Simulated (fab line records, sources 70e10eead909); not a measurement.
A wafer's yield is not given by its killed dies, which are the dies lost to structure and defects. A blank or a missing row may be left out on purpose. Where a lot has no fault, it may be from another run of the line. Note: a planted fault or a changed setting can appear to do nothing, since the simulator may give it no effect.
Which of the tools did it?	flow nand harc	12 lots with 36 wafers sampled at 5 steps, on a route of 1302 steps

WHAT EACH GAUGE READ, for each wafer
NHARC_P_BONDPAD_THK_MEAS_33: measures by ellipsometry. Usual: thk nm 200.2 nm, standard deviation 1.6.
lot	measured	on	thk nm (nm)	flag
L927	day 6 22:55	film metro-02	201.2 196.9 201.4	
L928	day 7 04:29	film metro-02	201.3 197.3 199.8	
L929	day 7 14:13	film metro-02	198.4 201.3 201.8	
L935	day 10 04:29	film metro-01	199.8 200.5 197.5	
L937	day 10 16:40	film metro-01	202.0 202.3 201.2	
L936	day 10 18:21	film metro-02	198.1 198.7 200.5	
L938	day 11 10:49	film metro-01	202.2 197.3 196.5	
L939	day 11 17:51	film metro-01	200.6 201.0 200.4	
L942	day 13 00:50	film metro-02	201.7 200.7 201.8	
L948	day 15 16:23	film metro-02	201.5 202.2 201.1	
L949	day 15 17:59	film metro-02	200.2 200.6 201.0	
L950	day 16 01:43	film metro-02	202.3 198.7 200.7	

NHARC_P_BONDPAD_CD_MEAS_13. Usual: cd nm 498.8 nm, standard deviation 2.2.
lot	measured	on	cd nm (nm)	flag
L927	day 7 00:00	cd sem-01	498.4 497.6 496.6	
L928	day 7 05:28	cd sem-01	501.9 501.0 500.0	
L929	day 7 15:19	cd sem-01	499.7 501.3 499.7	
L935	day 10 05:34	cd sem-01	500.7 503.5 500.9	
L937	day 10 17:46	cd sem-03	496.7 502.0 502.2	
L936	day 10 19:27	cd sem-03	497.0 501.1 500.6	
L938	day 11 11:54	cd sem-02	495.3 498.0 500.6	
L939	day 11 18:56	cd sem-02	495.5 496.9 496.6	
L942	day 13 01:56	cd sem-03	496.4 496.1 498.2	
L948	day 15 17:28	cd sem-01	497.4 497.3 496.9	
L949	day 15 19:05	cd sem-01	496.6 493.1 496.2	
L950	day 16 02:48	cd sem-02	496.5 495.9 497.8	

NHARC_END_SORT_01. Usual: defect limited yield 89.9 % (standard deviation 2.7); killed at array 64 (standard deviation 18); killed at other 0.8 (standard deviation 1.1); killed at periphery 3.8 (standard deviation 2.7); killed dies 68 (standard deviation 18); killed open 3.3 (standard deviation 1.9); killed short 2.3 (standard deviation 1.8).
lot	measured	on	defect limited yield (%)	killed at array	killed at other	killed at periphery	killed dies	killed open	killed short	flag
L942	day 30 18:55	prober-01	91.6 90.7 91.4	52 56 48	1 0 1	4 7 9	57 63 58	3 7 6	2 1 3	

WHAT TOOL EACH LOT RAN ON (gives the tool, then ch and the chambers of the sampled wafers, and finally the start)
lot	NHARC_P_BONDPAD_ETCH_37	NHARC_P_BONDPAD_ETCH_24
L927	rie diel-07 ch 0,1,3, day 6 23:46	rie diel-06 ch 1,2, day 7 00:15
L928	rie diel-07 ch 0,1,3, day 7 05:15	rie diel-01 ch 0,2,3, day 7 05:43
L929	rie diel-01 ch 1,2,3, day 7 15:05	rie diel-06 ch 0,1,3, day 7 15:34
L935	rie diel-07 ch 1,2, day 10 05:20	rie diel-01 ch 1,2,3, day 10 05:47
L937	rie diel-07 ch 0,1, day 10 17:32	rie diel-01 ch 0,1,2, day 10 18:00
L936	rie diel-07 ch 0,1,2, day 10 19:13	rie diel-01 ch 1,2,3, day 10 19:40
L938	rie diel-07 ch 1,2,3, day 11 11:41	rie diel-06 ch 0,1,2, day 11 12:08
L939	rie diel-07 ch 0,1, day 11 18:43	rie diel-06 ch 0,1, day 11 19:10
L942	rie diel-07 ch 2,3, day 13 01:42	rie diel-01 ch 0,2, day 13 02:10
L948	rie diel-01 ch 0,3, day 15 17:15	rie diel-07 ch 0,2, day 15 17:41
L949	rie diel-06 ch 0,1, day 15 18:51	rie diel-07 ch 1,2,3, day 15 19:19
L950	rie diel-07 ch 0,1,2, day 16 02:35	rie diel-07 ch 1,2,3, day 16 03:02
- NHARC_P_BONDPAD_ETCH_37: etches the open film in N2/H2, target depth 60 nm, overetch 18 nm, time 65.91 s.
- NHARC_P_BONDPAD_ETCH_24: etches the open film in CF4/N2, target depth 30 nm, time 72.99 s.

AS READ BY THE TOOLS THEMSELVES (means over the sampled wafers that have a number; for cases with no such wafer, the mark the record gives instead)
NHARC_P_BONDPAD_ETCH_37. Usual: drypump motor current A 6.0 A, standard deviation 0.33; oes product au 1.001 a.u., standard deviation 0.0091; rf vpp V 429.5 V, standard deviation 1.8; run length s 87.1 s, standard deviation 0.52; showerhead plenum p Torr 2.00 Torr, standard deviation 0.06; throttle valve pct 14.172 %, standard deviation 0.0087.
lot	tool	drypump motor current A (A)	oes product au (a.u.)	rf vpp V (V)	run length s (s)	showerhead plenum p Torr (Torr)	throttle valve pct (%)	flag
L927	rie diel-07	6.0	1.000	429.3	87.1	2.00	14.176	
L928	rie diel-07	6.0	1.006	429.4	87.1	2.00	14.171	
L929	rie diel-01	5.8	0.992	429.6	86.8	2.00	14.166	
L935	rie diel-07	6.0	1.007	429.8	87.4	2.03	14.172	
L937	rie diel-07	5.8	1.005	428.0	87.4	1.97	14.172	
L936	rie diel-07	5.9	1.010	430.5	87.6	2.00	14.176	
L938	rie diel-07	6.1	0.999	431.0	87.3	2.03	14.162	
L939	rie diel-07	5.8	1.004	428.6	87.4	1.97	14.160	
L942	rie diel-07	6.4	1.000	431.6	86.6	2.07	14.169	
L948	rie diel-01	6.0	0.999	430.8	86.9	2.05	14.163	
L949	rie diel-06	5.8	1.002	429.0	87.3	1.98	14.181	
L950	rie diel-07	5.9	0.995	429.2	87.4	2.00	14.172	

NHARC_P_BONDPAD_ETCH_24. Usual: drypump motor current A 5.9 A, standard deviation 0.33; oes product au 1.000 a.u., standard deviation 0.011; rf vpp V 313.3 V, standard deviation 1.5; run length s 94.1 s, standard deviation 0.46; showerhead plenum p Torr 2.58 Torr, standard deviation 0.076; throttle valve pct 19.796 %, standard deviation 0.01.
lot	tool	drypump motor current A (A)	oes product au (a.u.)	rf vpp V (V)	run length s (s)	showerhead plenum p Torr (Torr)	throttle valve pct (%)	flag
L927	rie diel-06	5.8	1.015	312.7	94.1	2.55	19.798	
L928	rie diel-01	6.1	1.004	313.8	93.8	2.59	19.808	
L929	rie diel-06	5.8	1.006	312.7	94.2	2.54	19.804	
L935	rie diel-01	5.7	0.987	312.6	93.7	2.57	19.804	
L937	rie diel-01	5.8	0.994	313.5	93.9	2.59	19.804	
L936	rie diel-01	5.8	1.006	313.6	94.0	2.57	19.793	
L938	rie diel-06	5.9	1.006	312.5	94.4	2.53	19.801	
L939	rie diel-06	5.8	1.001	312.9	94.5	2.56	19.799	
L942	rie diel-01	6.2	0.990	312.8	81.3	2.52	19.790	OFF
L948	rie diel-07	5.9	0.997	313.4	94.4	2.58	19.797	
L949	rie diel-07	6.2	1.010	313.8	94.3	2.61	19.800	
L950	rie diel-07	6.1	0.993	313.8	94.2	2.61	19.801	

THE ANSWER, worked out from the rows above alone
Rule: lot off if the mean of its wafers having a number is beyond 3 standard deviations from the usual mean. Also off: a lot with no number at a reading for which 4 or more lots have one. All remaining lots with rows at the step are treated as sound. The gauges are gone through in route order, then the tools' own readings, and for those a lot's mean is taken as printed above. At the first step where some lot is off, the reading lying furthest off is the one used; lots without a number count as furthest.
Off: L942, at NHARC_P_BONDPAD_ETCH_24 (run length s).
A tool fits if, at that step or a process step before it, it ran every lot that is off, and no sound lot after the first of them. One fits: NHARC_P_BONDPAD_ETCH_24 on rie diel-01. A fault onset in the window from L936 (day 10 19:40, its last sound lot) to L942 (day 13 02:10, its first lot off) fits.
The tool's own readings at NHARC_P_BONDPAD_ETCH_24 bear it out: on the lots that are off they differ by more than 5 times the standard deviation of the sound lots' means. run length s reads 81.3 s there against 94.1 s on the sound lots.

WHAT HAD BEEN PUT IN BY THE SIMULATOR
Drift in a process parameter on rie diel-01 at NHARC_P_BONDPAD_ETCH_24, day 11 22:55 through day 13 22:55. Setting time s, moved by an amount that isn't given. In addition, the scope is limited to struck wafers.
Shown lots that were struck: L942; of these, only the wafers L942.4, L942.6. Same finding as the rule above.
